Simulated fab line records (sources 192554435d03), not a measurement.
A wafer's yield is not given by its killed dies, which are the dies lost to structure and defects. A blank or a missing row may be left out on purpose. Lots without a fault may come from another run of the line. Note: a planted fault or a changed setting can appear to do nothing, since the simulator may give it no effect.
Which tool was responsible?    flow n5_finfet    8 lots, 22 wafers sampled, at 9 steps of a route of 1938

## WHAT EACH GAUGE READ, for each wafer
N5_DUMMY_GATE_CD_MEAS_24 targets a cd of 15 nm. Usual: cd_nm at 15.1 nm, with a standard deviation of 0.37.
lot   measured     on         cd_nm (nm)      flag
L656  day 2 23:43  cd_sem-02  14.6 15.6 15.1  
L660  day 3 23:57  cd_sem-03  15.4 15.8 15.1  
L665  day 5 05:27  cd_sem-02  15.0 15.0 15.1  
L667  day 5 18:49  cd_sem-03  15.3 15.4       
L668  day 6 01:10  cd_sem-02  15.2 15.4 15.3  
L672  day 6 22:31  cd_sem-02  14.7 14.5 15.0  
L673  day 7 04:28  cd_sem-02  14.9 14.7 15.8  
L679  day 8 20:34  cd_sem-01  15.1 15.0       

N5_SD_EPI_N_INSPECT_26: inspects for defects (darkfield). Usual: raw_defect_count at 208, with a standard deviation of 40.
lot   measured     on                 raw_defect_count  flag
L656  day 3 05:09  defect_inspect-01  163 189 202       
L660  day 4 05:14  defect_inspect-01  221 210 218       
L665  day 5 11:16  defect_inspect-01  221 222 251       
L667  day 6 00:14  defect_inspect-01  184 227           
L668  day 6 07:24  defect_inspect-02  486 581 511       OFF
L672  day 7 04:17  defect_inspect-01  173 223 183       
L673  day 7 09:41  defect_inspect-01  568 528 502       OFF
L679  day 9 02:45  defect_inspect-01  128 213           

N5_SD_EPI_P_INSPECT_11: inspects for defects (macro). Usual: raw_defect_count at 2.1, with a standard deviation of 1.4.
lot   measured     on                 raw_defect_count  flag
L656  day 3 05:37  defect_inspect-02  2 2 0             
L660  day 4 05:41  defect_inspect-01  0 1 3             
L665  day 5 11:36  defect_inspect-01  1 2 0             
L667  day 6 00:33  defect_inspect-01  0 2               
L668  day 6 07:44  defect_inspect-01  >300 >300 >300    OFF
L672  day 7 04:44  defect_inspect-02  1 5 3             
L673  day 7 10:08  defect_inspect-01  >300 >300 >300    OFF
L679  day 9 03:05  defect_inspect-01  0 2               

N5_SD_EPI_P_INSPECT_26: inspects for defects (darkfield). Usual: raw_defect_count at 176, with a standard deviation of 39.
lot   measured     on                 raw_defect_count  flag
L656  day 3 09:54  defect_inspect-01  144 156 181       
L660  day 4 09:34  defect_inspect-01  254 173 294       
L665  day 5 15:22  defect_inspect-01  190 183 162       
L667  day 6 04:19  defect_inspect-01  182 208           
L668  day 6 11:31  defect_inspect-02  472 541 475       OFF
L672  day 7 08:30  defect_inspect-01  134 176 148       
L673  day 7 13:58  defect_inspect-01  487 513 473       OFF
L679  day 9 06:50  defect_inspect-01  97 193            

N5_SD_ACTIVATION_INSPECT_02: inspects for defects (darkfield). Usual: raw_defect_count at 176, with a standard deviation of 38.
lot   measured     on                 raw_defect_count  flag
L656  day 3 10:39  defect_inspect-02  153 142 182       
L660  day 4 10:19  defect_inspect-01  244 184 289       
L665  day 5 16:11  defect_inspect-02  200 183 161       
L667  day 6 05:04  defect_inspect-02  177 217           
L668  day 6 12:17  defect_inspect-02  476 539 486       OFF
L672  day 7 09:16  defect_inspect-01  143 168 141       
L673  day 7 14:44  defect_inspect-01  497 519 467       OFF
L679  day 9 07:41  defect_inspect-02  89 188            

N5_BEOL_M4_RC_MEAS_101. Usual: DIBL_N 35.8 mV/V, standard deviation 1.5; DIBL_P 35.9 mV/V, standard deviation 1.8; IOFF_N 0.152 nA/um, standard deviation 0.025; IOFF_P 0.21 nA/um, standard deviation 0.031; ION_N 672 uA/um, standard deviation 11; ION_P 462 uA/um, standard deviation 7.4; SS_N 71.5 mV/dec, standard deviation 0.52; SS_P 73.2 mV/dec, standard deviation 0.54; VT_N 250 mV, standard deviation 3; VT_P -250 mV, standard deviation 3.3.
lot   measured      on         DIBL_N (mV/V)   DIBL_P (mV/V)   IOFF_N (nA/um)     IOFF_P (nA/um)  ION_N (uA/um)  ION_P (uA/um)  SS_N (mV/dec)   SS_P (mV/dec)   VT_N (mV)    VT_P (mV)       flag
L656  day 8 04:01   prober-02  37.7 35.8 35.6  37.6 35.2 36.1  0.168 0.146 0.145  0.25 0.20 0.22  681 669 672    470 463 472    71.9 71.5 71.4  73.4 73.2 72.5  250 250 251  -247 -248 -248  
L660  day 9 07:46   prober-01  33.9 34.9 34.1  34.8 35.9 35.4  0.122 0.143 0.125  0.16 0.17 0.16  670 674 665    457 452 459    70.9 70.7 71.5  72.9 73.0 72.6  250 251 251  -254 -252 -256  
L665  day 10 14:59  prober-01  35.9 36.2 35.8  35.9 36.9 36.0  0.158 0.169 0.161  0.21 0.23 0.21  673 684 685    464 469 466    71.3 71.0 70.9  72.6 73.7 73.8  248 248 248  -245 -248 -251  
L667  day 11 00:23  prober-02  36.5 35.9       35.2 34.6       0.167 0.151        0.21 0.20       681 670        466 462        72.1 70.9       72.9 73.4       251 250      -246 -248       
L668  day 10 20:46  prober-01  37.1 34.2 35.5  37.8 34.8 36.5  0.177 0.128 0.145  0.23 0.18 0.20  667 677 672    458 467 459    71.3 71.8 71.3  74.7 73.7 74.1  248 252 251  -248 -250 -253  
L672  day 11 23:43  prober-01  37.7 36.0 36.5  38.6 35.8 38.0  0.218 0.172 0.196  0.29 0.23 0.28  700 676 706    484 465 489    72.0 71.6 72.4  74.3 72.8 73.7  244 245 245  -243 -248 -243  
L673  day 12 20:54  prober-01  34.6 36.3 35.0  35.8 37.8 36.7  0.160 0.185 0.175  0.20 0.24 0.22  672 692 701    456 470 472    71.6 71.3 71.0  73.2 73.8 73.5  247 245 246  -250 -250 -250  
L679  day 14 09:00  prober-02  35.6 35.0       35.7 34.9       0.151 0.137        0.21 0.19       666 675        465 472        71.9 71.3       73.4 72.8       251 256      -251 -253       

## TOOL THAT RAN EACH LOT (tool first, then ch and the chambers of the sampled wafers, then the start)
lot   N5_DUMMY_GATE_ETCH_42              N5_SD_EPI_N_DESCUM_14              N5_SD_EPI_N_SD_RECESS_17
L656  rie_diel-06 ch 0,1,2, day 2 23:46  rie_diel-04 ch 0,1,3, day 3 01:11  rie_si-04 ch 0,2,3, day 3 01:52
L660  rie_diel-05 ch 1,2,3, day 4 00:00  rie_diel-02 ch 0,3, day 4 01:17    rie_si-02 ch 0,1, day 4 01:58
L665  rie_diel-01 ch 0,1,2, day 5 05:34  rie_diel-02 ch 0,1,3, day 5 07:14  rie_si-04 ch 1,2,3, day 5 07:55
L667  rie_diel-01 ch 3, day 5 18:52      rie_diel-03 ch 1,3, day 5 20:12    rie_si-02 ch 0,2, day 5 20:53
L668  rie_diel-05 ch 0,2,3, day 6 01:15  rie_diel-04 ch 0,2,3, day 6 02:56  rie_si-04 ch 1,2,3, day 6 03:38
L672  rie_diel-01 ch 1,2,3, day 6 22:34  rie_diel-04 ch 0,1,3, day 6 23:58  rie_si-03 ch 0,2,3, day 7 00:39
L673  rie_diel-06 ch 0,2, day 7 04:30    rie_diel-02 ch 0,2, day 7 05:43    rie_si-04 ch 0,2, day 7 06:23
L679  rie_diel-06 ch 2, day 8 20:37      rie_diel-03 ch 1,3, day 8 22:29    rie_si-02 ch 2,3, day 8 23:10
- N5_DUMMY_GATE_ETCH_42: etches SiO2 in CHF3/O2, target depth 3.5 nm, time 31 s.
- N5_SD_EPI_N_DESCUM_14: chemistry O2, time 7.9 s.
- N5_SD_EPI_N_SD_RECESS_17: chemistry HBr/Cl2/O2, target depth 41 nm, time 23.7 s, bt time 3 s.

## AS READ BY THE TOOLS THEMSELVES (means over the sampled wafers that have a number; for cases with no such wafer, the mark the record gives instead)
N5_DUMMY_GATE_ETCH_42. Usual: O2_flow_sccm 5.003 sccm, standard deviation 0.013; drypump_motor_current_A 5.58 A, standard deviation 0.27; oes_product_au 0.78 a.u., standard deviation 0.076; rf_fwd_power_W 594.2 W, standard deviation 2.1; rf_vpp_V 42.5 V, standard deviation 1.1; showerhead_plenum_p_Torr 2.44 Torr, standard deviation 0.058; throttle_valve_pct 18.77 %, standard deviation 0.18.
lot   tool         O2_flow_sccm (sccm)  drypump_motor_current_A (A)  oes_product_au (a.u.)  rf_fwd_power_W (W)  rf_vpp_V (V)  showerhead_plenum_p_Torr (Torr)  throttle_valve_pct (%)  flag
L656  rie_diel-06  4.990                5.56                         0.73                   594.5               41.5          2.48                             18.88                   
L660  rie_diel-05  5.007                5.46                         0.82                   593.2               43.7          2.42                             18.69                   
L665  rie_diel-01  5.013                5.76                         0.69                   593.6               42.3          2.44                             18.92                   
L667  rie_diel-01  5.002                5.73                         0.78                   592.9               42.8          2.50                             18.55                   
L668  rie_diel-05  5.016                5.72                         0.78                   594.7               43.3          2.46                             18.82                   
L672  rie_diel-01  5.012                5.66                         0.72                   594.1               42.2          2.45                             18.78                   
L673  rie_diel-06  4.996                5.66                         0.73                   594.9               42.6          2.44                             18.91                   
L679  rie_diel-06  4.994                5.55                         0.72                   594.5               41.5          2.40                             18.97                   

N5_SD_EPI_N_DESCUM_14. Usual: drypump_motor_current_A 5.5 A, standard deviation 0.5; oes_product_au 0.76 a.u., standard deviation 0.087; rf_fwd_power_W 49.43 W, standard deviation 0.22; rf_vpp_V 243.1 V, standard deviation 1.3; showerhead_plenum_p_Torr 2.08 Torr, standard deviation 0.062; throttle_valve_pct 20.50 %, standard deviation 0.21.
lot   tool         drypump_motor_current_A (A)  oes_product_au (a.u.)  rf_fwd_power_W (W)  rf_vpp_V (V)  showerhead_plenum_p_Torr (Torr)  throttle_valve_pct (%)  flag
L656  rie_diel-04  5.7                          0.73                   49.41               243.5         2.10                             20.56                   
L660  rie_diel-02  5.2                          0.72                   49.74               241.4         1.98                             20.72                   
L665  rie_diel-02  5.6                          0.82                   49.36               242.4         2.09                             20.38                   
L667  rie_diel-03  5.2                          0.80                   49.36               244.2         2.12                             20.24                   
L668  rie_diel-04  5.4                          0.70                   49.47               242.8         2.06                             20.54                   
L672  rie_diel-04  5.7                          0.71                   49.33               243.4         2.09                             20.61                   
L673  rie_diel-02  5.1                          0.81                   49.64               242.1         2.02                             20.48                   
L679  rie_diel-03  5.2                          0.77                   49.40               242.5         2.10                             20.29                   

N5_SD_EPI_N_SD_RECESS_17. Usual: HBr_flow_sccm 149.9 sccm, standard deviation 0.42; O2_flow_sccm 12.00 sccm, standard deviation 0.037; drypump_motor_current_A 5.7 A, standard deviation 0.42; oes_product_au 0.999 a.u., standard deviation 0.019; rf_fwd_power_W 796.0 W, standard deviation 2.7; throttle_valve_pct 37.1 %, standard deviation 0.38.
lot   tool       HBr_flow_sccm (sccm)  O2_flow_sccm (sccm)  drypump_motor_current_A (A)  oes_product_au (a.u.)  rf_fwd_power_W (W)  throttle_valve_pct (%)  flag
L656  rie_si-04  150.4                 12.00                5.9                          0.995                  795.5               37.1                    
L660  rie_si-02  150.2                 11.99                5.6                          0.988                  792.7               37.0                    
L665  rie_si-04  149.6                 12.01                5.9                          0.992                  794.1               37.1                    
L667  rie_si-02  149.7                 11.98                5.1                          0.996                  795.1               37.3                    
L668  rie_si-04  149.6                 11.99                5.9                          0.992                  793.7               37.1                    
L672  rie_si-03  150.2                 11.99                6.0                          1.010                  799.0               36.8                    
L673  rie_si-04  150.0                 11.98                6.0                          1.010                  795.5               37.6                    
L679  rie_si-02  149.9                 12.02                5.3                          1.022                  795.2               37.0                    

## THE ANSWER, worked out from the rows above alone
Rule: a lot is off if the mean of its wafers that have a number lies more than 3 standard deviations from the usual mean. A lot without any number at a reading at which 4 lots or more have one is off too. Any other lot the step has rows for is counted as sound. First the gauges in route order, then the tools' own readings, where a lot's mean is used as printed above. At the first step where some lot is off, the reading lying furthest off is the one used; lots without a number count as furthest.
Off: L668, L673, at N5_SD_EPI_N_INSPECT_26 (raw_defect_count).
A tool fits if, at a process step before that reading, it ran every lot that is off, and no sound lot after the first of them. Gauges at N5_SD_EPI_N_INSPECT_26: tried the same way as those tools. One fits: N5_SD_EPI_N_SD_RECESS_17 on rie_si-04. Its last sound lot is L665 (day 5 07:55), its first lot that is off L668 (day 6 03:38): a fault that began between those two fits.

## WHAT THE SIMULATOR PUT IN
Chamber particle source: rie_si-04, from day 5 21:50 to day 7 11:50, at N5_SD_EPI_N_SD_RECESS_17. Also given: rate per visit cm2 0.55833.
Shown lots that were struck: L668, L673. This agrees with what the rule above found.
